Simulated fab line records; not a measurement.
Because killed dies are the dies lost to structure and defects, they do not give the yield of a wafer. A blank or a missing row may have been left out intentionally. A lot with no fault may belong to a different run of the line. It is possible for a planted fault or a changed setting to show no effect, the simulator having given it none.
fab line records	flow n5_finfet
[record] lots = 15	wafers = 45	last_day = 18
route steps=1938 shown BEOL_M10@1529 BEOL_M11@1539
lots that met no fault: taken from a fault-free run of the same line
start_h: hours from the record's opening day to when the first of the lot's shown wafers began	wait_h: how many hours have passed since the lot's step before this one	" as in the row above	L1.1+2: several wafers, shown together as one row	- either no value or no given start	* or withheld: withheld	< > ~ a bound
route shown NAME@n: a module of which the file shows steps, and the number in the route of the first	usual: the fault-free wafers' mean and standard deviation	same: alike in all rows	chamber/n: place in a boat	sites: the reading at each site	_std_site: standard deviation across them	_edge_site: outer sites' mean less inner sites'	radius_mm: for every site, how far away it sits from the centre of the wafer	mask NAME#n: copy n	behind: the last tool/chamber to shape the wafer	hold: why the lot was held/for how many hours/how that ended	device: names the non-switching transistor (n, p or np)	end of line: tests run on the same wafers once the route is complete	where a step has no rows: the recipe by itself	killed: dies that structure and defects cost at the first sort, which is not the same as the wafer's yield	map: per-die view of a wafer (x killed, . not killed, _ where there is no die)
set.NAME: the run value of the setting; set.NAME@STEP: its run value at that earlier step	model.NAME: the simulator's own value behind a step, which no gauge read
route steps across a sampled set of lots; one table per step, one row per wafer
services: from which hour (start_h, from the record's first day; less than 0 if before it) a tool's chamber was out of use, for how many hours, and why
[[steps]]
[step N5_BEOL_M10_ANNEAL_51]
[recipe] temp_c = 225	time_s = 90	ambient = N2
[usual] wafer_temp_C_max = 225.85/0.26
lot.wafer	tool	chamber	start_h	wait_h	wafer_temp_C_max
L781.4	rtp_anneal-01	0	223.54	0.2	226.33
L781.5	"	0	"	"	225.97
L781.6	"	0	"	"	226.04
L782.1	rtp_anneal-01	0	224.13	0.6	225.97
L782.3	"	0	"	"	225.77
L782.6	"	0	"	"	226.07
L783.3	rtp_anneal-01	0	227.33	0.1	225.68
L783.4	"	0	"	"	225.94
L783.6	"	0	"	"	225.77
L787.2	rtp_anneal-02	0	249.95	0.1	225.47
L787.3	"	0	"	"	225.41
L787.5	"	0	"	"	225.81
L788.2	rtp_anneal-01	0	258.96	0.1	225.76
L788.3	"	0	"	"	225.82
L788.6	"	0	"	"	225.82
L789.1	rtp_anneal-01	0	265.84	0.1	226.09
L789.4	"	0	"	"	225.97
L789.5	"	0	"	"	225.95
L795.2	rtp_anneal-02	0	297.10	0.3	225.18
L795.3	"	0	"	"	225.33
L795.4	"	0	"	"	225.51
L796.2	rtp_anneal-02	0	301.44	0.2	225.53
L796.3	"	0	"	"	225.95
L796.4	"	0	"	"	225.48
L797.1	rtp_anneal-01	0	303.19	0.1	226.03
L797.3	"	0	"	"	226.22
L797.4	"	0	"	"	225.91
L799.4	rtp_anneal-02	0	348.49	1.0	225.91
L799.5	"	0	"	"	225.59
L799.6	"	0	"	"	225.83
L800.1	rtp_anneal-01	0	350.06	0.1	226.09
L800.4	"	0	"	"	225.99
L800.5	"	0	"	"	226.44
L804.2	rtp_anneal-01	0	350.55	0.2	225.64
L804.3	"	0	"	"	225.85
L804.5	"	0	"	"	226.25
L801.1	rtp_anneal-01	0	351.05	0.1	226.07
L801.2	"	0	"	"	225.95
L801.4	"	0	"	"	225.99
L802.2	rtp_anneal-01	0	354.59	0.1	225.80
L802.3	"	0	"	"	225.82
L802.6	"	0	"	"	225.61
L803.3	rtp_anneal-01	0	377.94	0.3	226.12
L803.4	"	0	"	"	226.10
L803.5	"	0	"	"	226.16
[step N5_BEOL_M11_PECVD_70]
[recipe] material = SiO2	target_thk_a = 200	temp_c = 400	precursor = TEOS/O2	pressure_torr = 5.5	rf_w = 450	teos_flow_sccm = 53.8	gas = O2	flow_sccm = 3000	time_s = 22.7
[usual] heater_power_w = 731/100	showerhead_plenum_p_Torr = 8.79/0.07	throttle_valve_pct = 22.8/1.3
lot.wafer	tool	chamber	start_h	wait_h	heater_power_w	showerhead_plenum_p_Torr	throttle_valve_pct
L781.4	pecvd-02	0	224.85	0.1	675	8.87	23.5
L781.5	"	2	"	"	717	8.77	21.4
L781.6	"	1	"	"	718	8.75	24.8
L782.1	pecvd-01	1	225.58	0.0	915	8.94	23.9
L782.3	"	0	"	"	753	8.81	21.6
L782.6	"	0	"	"	742	8.83	21.5
L783.3	pecvd-02	2	229.03	0.0	651	8.77	21.4
L783.4	"	0	"	"	767	8.88	23.7
L783.6	"	1	"	"	717	8.74	24.5
L787.2	pecvd-01	0	251.32	0.0	655	8.77	21.6
L787.3	"	2	"	"	798	8.68	21.4
L787.5	"	2	"	"	815	8.68	21.6
L788.2	pecvd-03	2	260.33	0.0	660	8.71	21.5
L788.3	"	1	"	"	873	8.82	25.0
L788.6	"	0	"	"	587	8.80	22.6
L789.1	pecvd-02	2	267.25	0.0	717	8.77	21.4
L789.4	"	2	"	"	709	8.77	21.7
L789.5	"	0	"	"	700	8.88	23.6
L795.2	pecvd-02	2	298.47	0.0	673	8.74	21.8
L795.3	"	1	"	"	698	8.73	24.7
L795.4	"	2	"	"	650	8.76	21.7
L796.2	pecvd-03	2	302.81	0.0	682	8.74	21.5
L796.3	"	0	"	"	612	8.78	22.4
L796.4	"	1	"	"	837	8.82	25.1
L797.1	pecvd-01	0	304.61	0.0	694	8.79	21.7
L797.3	"	1	"	"	1014	8.92	24.1
L797.4	"	1	"	"	996	8.93	24.4
L799.4	pecvd-01	1	350.27	0.1	907	8.93	23.9
L799.5	"	0	"	"	625	8.81	21.8
L799.6	"	2	"	"	817	8.69	21.9
L800.1	pecvd-03	2	351.51	0.0	729	8.73	21.6
L800.4	"	2	"	"	727	8.73	21.4
L800.5	"	2	"	"	735	8.75	21.2
L804.2	pecvd-03	2	351.95	0.0	759	8.73	21.5
L804.3	"	0	"	"	558	8.80	22.7
L804.5	"	0	"	"	557	8.77	22.7
L801.1	pecvd-03	0	352.66	0.0	603	8.79	22.7
L801.2	"	2	"	"	641	8.71	21.5
L801.4	"	2	"	"	631	8.71	21.4
L802.2	pecvd-03	0	356.00	0.0	637	8.80	22.6
L802.3	"	1	"	"	863	8.83	25.2
L802.6	"	0	"	"	649	8.79	22.5
L803.3	pecvd-01	2	379.77	0.0	823	8.70	22.2
L803.4	"	2	"	"	816	8.70	21.8
L803.5	"	0	"	"	631	8.79	21.7
[step N5_BEOL_M11_OVL_MEAS_12]
[recipe] points_per_wafer = 44
[usual] M11_OVL = 0.8/0.6
lot.wafer	tool	chamber	start_h	wait_h	M11_OVL[nm]
L781.4	overlay-02	0	226.77	0.0	0.7
L781.5	"	0	"	"	1.4
L781.6	"	0	"	"	0.7
L782.1	overlay-02	0	227.16	0.0	1.4
L782.3	"	0	"	"	0.3
L782.6	"	0	"	"	0.2
L783.3	overlay-01	0	230.66	0.0	0.6
L783.4	"	0	"	"	1.0
L783.6	"	0	"	"	1.0
L787.2	overlay-02	0	253.09	0.0	0.4
L787.3	"	0	"	"	1.3
L787.5	"	0	"	"	0.9
L788.2	overlay-02	0	261.56	0.0	1.8
L788.3	"	0	"	"	1.0
L788.6	"	0	"	"	1.6
L789.1	overlay-01	0	268.43	0.0	1.2
L789.4	"	0	"	"	1.6
L789.5	"	0	"	"	1.5
L795.2	overlay-01	0	299.63	0.0	1.2
L795.3	"	0	"	"	1.2
L795.4	"	0	"	"	1.3
L796.2	overlay-01	0	303.28	0.0	0.2
L796.3	"	0	"	"	0.3
L796.4	"	0	"	"	1.4
L797.1	overlay-01	0	306.33	0.0	0.4
L797.3	"	0	"	"	0.0
L797.4	"	0	"	"	0.5
L799.4	overlay-02	0	350.87	0.0	1.4
L799.5	"	0	"	"	1.8
L799.6	"	0	"	"	1.5
L800.1	overlay-02	0	353.43	0.0	2.0
L800.4	"	0	"	"	1.1
L800.5	"	0	"	"	0.6
L804.2	overlay-01	0	353.63	0.0	1.1
L804.3	"	0	"	"	2.2
L804.5	"	0	"	"	0.8
L801.1	overlay-02	0	353.81	0.0	0.0
L801.2	"	0	"	"	0.3
L801.4	"	0	"	"	2.1
L802.2	overlay-02	0	357.19	0.0	1.0
L802.3	"	0	"	"	0.7
L802.6	"	0	"	"	0.5
L803.3	overlay-01	0	381.05	0.0	1.1
L803.4	"	0	"	"	0.9
L803.5	"	0	"	"	0.5
[step N5_BEOL_M11_ETCH_62]
[recipe] chemistry = N2/H2	target = SOC	target_depth_a = 1100	overetch_a = 220	mask_material = SiARC	temp_c = 40	time_s = 165	ion_energy_ev = 200	pressure_mtorr = 30	source_w = 840	bias_w = 150	n2_flow_sccm = 200	h2_flow_sccm = 200
[usual] bias_w = 150.0/0.45	chamber_pressure_mTorr = 29.999/0.029	drypump_motor_current_A = 5.7/0.34	oes_product_au = 0.66/0.062	rf_vpp_V = 523.7/2.2	showerhead_plenum_p_Torr = 2.54/0.071	temp_c = 40.00/0.12	throttle_valve_pct = 17.86/0.25
lot.wafer	tool	chamber	start_h	wait_h	bias_w	chamber_pressure_mTorr	drypump_motor_current_A	oes_product_au	rf_hours_counter_h	rf_vpp_V	showerhead_plenum_p_Torr	temp_c	throttle_valve_pct
L781.4	rie_diel-04	0	226.98	0.0	150.1	29.973	5.9	0.60	229	521.4	2.50	40.03	17.66
L781.5	"	3	"	"	149.6	29.978	5.3	0.63	-	527.1	2.65	39.99	18.00
L781.6	"	0	"	"	150.4	29.950	6.0	0.60	-	523.5	2.50	40.00	17.67
L782.1	rie_diel-04	0	227.31	0.0	150.3	30.063	6.0	0.60	229	522.7	2.50	40.17	17.64
L782.3	"	3	"	"	150.1	29.984	5.4	0.63	181	526.5	2.65	40.02	17.98
L782.6	"	1	"	"	150.1	29.994	5.8	0.69	-	520.0	2.46	40.02	17.74
L783.3	rie_diel-04	0	231.35	0.0	150.1	30.009	6.0	0.59	230	522.5	2.50	40.00	17.66
L783.4	"	2	"	"	150.7	30.001	6.1	0.62	175	526.7	2.63	39.96	17.69
L783.6	"	0	"	"	149.7	30.004	6.0	0.59	-	523.0	2.50	40.08	17.67
L787.2	rie_diel-02	3	253.23	0.0	-	-	-	-	-	-	-	-	-
L787.3	"	2	"	"	-	-	-	-	-	-	-	-	-
L787.5	"	0	"	"	-	-	-	-	-	-	-	-	-
L788.2	rie_diel-06	2	261.73	0.0	-	-	-	-	-	-	-	-	-
L788.3	"	3	"	"	-	-	-	-	-	-	-	-	-
L788.6	"	2	"	"	-	-	-	-	-	-	-	-	-
L789.1	rie_diel-02	3	268.84	0.0	-	-	-	-	-	-	-	-	-
L789.4	"	0	"	"	-	-	-	-	-	-	-	-	-
L789.5	"	0	"	"	-	-	-	-	-	-	-	-	-
L795.2	rie_diel-06	2	299.77	0.0	149.9	29.987	6.0	0.69	90	521.6	2.47	39.98	17.83
L795.3	"	0	"	"	149.9	29.968	5.1	0.81	8	525.0	2.61	40.18	17.32
L795.4	"	0	"	"	150.5	29.952	5.1	0.80	-	526.3	2.61	40.32	17.33
L796.2	rie_diel-06	3	303.57	0.0	150.0	29.994	5.5	0.61	217	520.2	2.42	39.89	18.25
L796.3	"	1	"	"	150.1	29.991	5.3	0.63	182	523.2	2.53	39.97	17.97
L796.4	"	2	"	"	150.6	29.987	6.0	0.68	91	519.7	2.47	40.01	17.83
L797.1	rie_diel-02	1	306.47	0.0	150.1	30.026	6.1	0.71	82	523.5	2.58	39.78	18.22
L797.3	"	2	"	"	150.1	30.005	5.6	0.58	237	521.5	2.53	39.83	17.98
L797.4	"	0	"	"	149.7	30.020	5.5	0.72	50	522.5	2.59	39.88	18.08
L799.4	rie_diel-02	0	351.14	0.0	150.2	30.035	5.5	0.72	63	525.6	2.59	40.14	18.11
L799.5	"	0	"	"	150.4	29.976	5.5	0.72	-	525.3	2.59	40.29	18.10
L799.6	"	1	"	"	148.8	29.948	6.1	0.69	-	525.7	2.57	40.01	18.23
L800.1	rie_diel-04	3	353.59	0.0	150.7	30.020	5.3	0.60	223	526.0	2.63	39.92	18.05
L800.4	"	2	"	"	150.2	29.962	6.1	0.60	212	524.7	2.61	39.86	17.74
L800.5	"	1	"	"	150.6	30.067	5.8	0.66	-	522.1	2.45	39.97	17.79
L804.2	rie_diel-04	3	354.30	0.0	149.8	30.026	5.4	0.61	224	526.0	2.63	40.03	18.06
L804.3	"	2	"	"	150.1	29.987	6.1	0.59	212	525.7	2.61	39.97	17.75
L804.5	"	0	"	"	150.4	30.000	5.9	0.83	-	524.1	2.49	39.79	17.30
L801.1	rie_diel-06	0	354.62	0.0	148.8	30.010	5.1	0.77	25	526.0	2.60	39.83	17.35
L801.2	"	2	"	"	149.8	29.947	6.0	0.67	106	521.5	2.46	39.91	17.87
L801.4	"	3	"	"	149.2	29.996	5.5	0.60	232	520.8	2.42	40.03	18.29
L802.2	rie_diel-02	1	357.33	0.0	150.0	30.009	6.1	0.70	94	524.6	2.57	40.10	18.25
L802.3	"	3	"	"	149.4	29.965	5.2	0.65	131	524.4	2.57	40.03	17.69
L802.6	"	0	"	"	149.7	30.011	5.5	0.71	-	526.2	2.59	40.18	18.11
L803.3	rie_diel-06	0	381.19	0.0	149.5	29.990	5.1	0.75	31	525.3	2.60	39.99	17.35
L803.4	"	3	"	"	150.5	30.027	5.5	0.59	238	519.5	2.41	39.99	18.28
L803.5	"	2	"	"	149.2	29.997	6.0	0.67	-	522.9	2.46	39.91	17.87
[step N5_BEOL_M11_HM_OPEN_17]
[recipe] chemistry = Cl2/BCl3	target_depth_a = 200	overetch_a = 60	target = TiN	mask_material = SOC	ion_energy_ev = 150	pressure_mtorr = 10	icp_w = 1000	bias_w = 126	Cl2_flow_sccm = 53.25	bcl3_flow_sccm = 21.75	Ar_flow_sccm = 25
[usual] drypump_motor_current_A = 6.0/0.41	oes_product_au = 0.61/0.066	throttle_valve_pct = 22.36/0.28
lot.wafer	tool	chamber	start_h	wait_h	drypump_motor_current_A	oes_product_au	rf_hours_counter_h	throttle_valve_pct
L781.4	rie_metal-01	0	227.20	0.1	5.8	0.55	-	22.74
L781.5	"	1	"	"	6.0	0.59	-	22.44
L781.6	"	0	"	"	5.8	0.54	-	22.74
L782.1	rie_metal-01	1	227.49	0.0	6.0	0.59	81	22.44
L782.3	"	0	"	"	5.8	0.55	-	22.73
L782.6	"	0	"	"	5.8	0.55	-	22.73
L783.3	rie_metal-03	0	231.57	0.1	6.6	0.60	-	22.48
L783.4	"	1	"	"	5.4	0.68	-	22.09
L783.6	"	1	"	"	5.4	0.69	-	22.11
L787.2	rie_metal-02	0	253.41	0.0	6.5	0.26	77	22.45
L787.3	"	0	"	"	6.5	0.27	-	22.43
L787.5	"	1	"	"	5.7	0.31	-	22.67
L788.2	rie_metal-01	0	261.91	0.0	5.8	0.24	106	23.40
L788.3	"	1	"	"	6.1	0.25	-	23.12
L788.6	"	0	"	"	5.8	0.24	-	23.39
L789.1	rie_metal-03	1	269.02	0.0	5.4	0.30	38	22.77
L789.4	"	1	"	"	5.5	0.30	-	22.79
L789.5	"	0	"	"	6.6	0.27	-	23.12
L795.2	rie_metal-03	0	299.96	0.0	6.6	0.59	75	22.48
L795.3	"	1	"	"	5.4	0.67	-	22.11
L795.4	"	0	"	"	6.6	0.59	-	22.49
L796.2	rie_metal-03	1	303.75	0.0	5.5	0.66	42	22.16
L796.3	"	1	"	"	5.4	0.67	-	22.14
L796.4	"	0	"	"	6.6	0.58	-	22.50
L797.1	rie_metal-01	0	306.66	0.0	5.8	0.54	112	22.74
L797.3	"	0	"	"	5.8	0.54	-	22.76
L797.4	"	1	"	"	6.1	0.58	-	22.46
L799.4	rie_metal-01	1	351.35	0.1	6.0	0.57	-	22.48
L799.5	"	1	"	"	6.0	0.56	-	22.50
L799.6	"	0	"	"	5.8	0.83	-	22.57
L800.1	rie_metal-01	1	353.78	0.0	6.0	0.55	96	22.50
L800.4	"	1	"	"	6.1	0.56	-	22.49
L800.5	"	0	"	"	5.8	0.82	-	22.60
L804.2	rie_metal-03	0	354.49	0.0	6.6	0.58	81	22.51
L804.3	"	0	"	"	6.6	0.58	-	22.52
L804.5	"	0	"	"	6.6	0.58	-	22.52
L801.1	rie_metal-03	0	354.81	0.0	6.6	0.58	81	22.51
L801.2	"	1	"	"	5.5	0.65	47	22.15
L801.4	"	1	"	"	5.4	0.65	-	22.16
L802.2	rie_metal-03	1	357.52	0.0	5.4	0.65	48	22.15
L802.3	"	1	"	"	5.4	0.64	-	22.17
L802.6	"	0	"	"	6.6	0.58	-	22.51
L803.3	rie_metal-02	0	381.40	0.1	6.5	0.59	-	21.82
L803.4	"	1	"	"	5.7	0.69	-	22.06
L803.5	"	0	"	"	6.5	0.58	-	21.82
[step N5_BEOL_M11_CD_MEAS_18]
[recipe] pitch_nm = 140	target_cd_nm = 70
[usual] cd_nm = 70.0/0.68
lot.wafer	tool	chamber	start_h	wait_h	cd_nm
L781.4	cd_sem-03	-	227.36	0.1	69.0
L781.5	"	-	"	"	69.1
L781.6	"	-	"	"	69.5
L782.1	cd_sem-01	-	227.67	0.0	69.7
L782.3	"	-	"	"	69.6
L782.6	"	-	"	"	69.9
L783.3	cd_sem-02	-	231.72	0.1	69.6
L783.4	"	-	"	"	70.3
L783.6	"	-	"	"	69.4
L787.2	cd_sem-01	-	253.61	0.1	-
L787.3	"	-	"	"	-
L787.5	"	-	"	"	-
L788.2	cd_sem-02	-	262.30	0.1	-
L788.3	"	-	"	"	-
L788.6	"	-	"	"	-
L789.1	cd_sem-03	-	269.27	0.0	-
L789.4	"	-	"	"	-
L789.5	"	-	"	"	-
L795.2	cd_sem-01	-	300.14	0.1	68.9
L795.3	"	-	"	"	68.9
L795.4	"	-	"	"	69.3
L796.2	cd_sem-02	-	303.94	0.1	69.0
L796.3	"	-	"	"	69.1
L796.4	"	-	"	"	68.9
L797.1	cd_sem-01	-	306.84	0.0	70.0
L797.3	"	-	"	"	70.7
L797.4	"	-	"	"	70.8
L799.4	cd_sem-03	-	351.51	0.1	70.7
L799.5	"	-	"	"	69.7
L799.6	"	-	"	"	69.9
L800.1	cd_sem-03	-	354.05	0.0	70.7
L800.4	"	-	"	"	69.3
L800.5	"	-	"	"	69.9
L804.2	cd_sem-03	-	354.77	0.1	70.0
L804.3	"	-	"	"	69.6
L804.5	"	-	"	"	68.6
L801.1	cd_sem-02	-	355.01	0.0	69.2
L801.2	"	-	"	"	70.3
L801.4	"	-	"	"	70.4
L802.2	cd_sem-02	-	357.70	0.1	69.8
L802.3	"	-	"	"	69.9
L802.6	"	-	"	"	70.8
L803.3	cd_sem-02	-	381.56	0.1	69.6
L803.4	"	-	"	"	68.4
L803.5	"	-	"	"	69.3
[[services]]
tool	chamber	start_h	hours	kind
rie_diel-06	-	201.04	0.4	repair
rie_diel-04	2	210.52	4.3	repair
pecvd-01	-	214.89	2.5	repair
rie_diel-04	0	233.13	1.3	repair
rie_diel-06	3	237.11	10.1	repair
pecvd-03	-	252.74	1.0	repair
pecvd-03	2	259.89	-	calibration
rie_diel-02	2	262.89	2.0	repair
rtp_anneal-01	-	272.61	3.5	pm
rie_diel-02	-	275.04	4.0	pm
rie_metal-03	-	279.12	1.4	pm
rie_metal-02	-	288.54	15.6	pm
rie_diel-02	2	291.71	6.1	repair
rie_diel-06	2	293.86	4.5	repair
pecvd-03	0	295.41	5.5	scheduled_down
rie_diel-06	3	298.24	2.1	repair
pecvd-01	2	307.36	4.2	repair
rie_metal-01	0	324.36	-	clean
rie_metal-02	0	334.12	12.0	repair
rie_metal-02	1	341.29	1.8	repair
rie_metal-02	-	342.83	0.8	repair
rie_diel-02	-	352.24	2.8	pm
pecvd-02	2	356.25	2.6	repair
pecvd-01	1	374.05	3.0	repair
[[key]]
[first_sign] step = N5_BEOL_M11_ETCH_62	reading = tool_record	direction = missing
[effect] step = N5_BEOL_M11_HM_OPEN_17	reading = oes_product_au	direction = down	sigmas = 5.2	usual = 0.61	struck = 0.27
[effect] step = N5_BEOL_M11_CD_MEAS_18	reading = cd_nm	direction = missing
met_at N5_BEOL_M11_ETCH_62
struck_lots L787,L788,L789
later_rows_left_out L787.2,L787.3,L787.5,L788.2,L788.3,L788.6,L789.1,L789.4,L789.5
sort_left_out L787.2,L787.3,L787.5,L788.2,L788.3,L788.6,L789.1,L789.4,L789.5
not_acting_at N5_BEOL_M10_ANNEAL_51,N5_BEOL_M11_PECVD_70,N5_BEOL_M11_OVL_MEAS_12
[fault] kind = skipped_step_whole	tool = rie_diel-02,rie_diel-06	chamber = -	onset_h = 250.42	steps = N5_BEOL_M11_ETCH_62	scope = struck_lots_only
// sort_left_out: the simulated sort isn't trusted on such a fault, so these wafers' sort isn't shown, and their yield isn't known
// later_rows_left_out: the simulator's readings of these wafers behind a module that went badly wrong aren't trusted and aren't shown, but for the sort
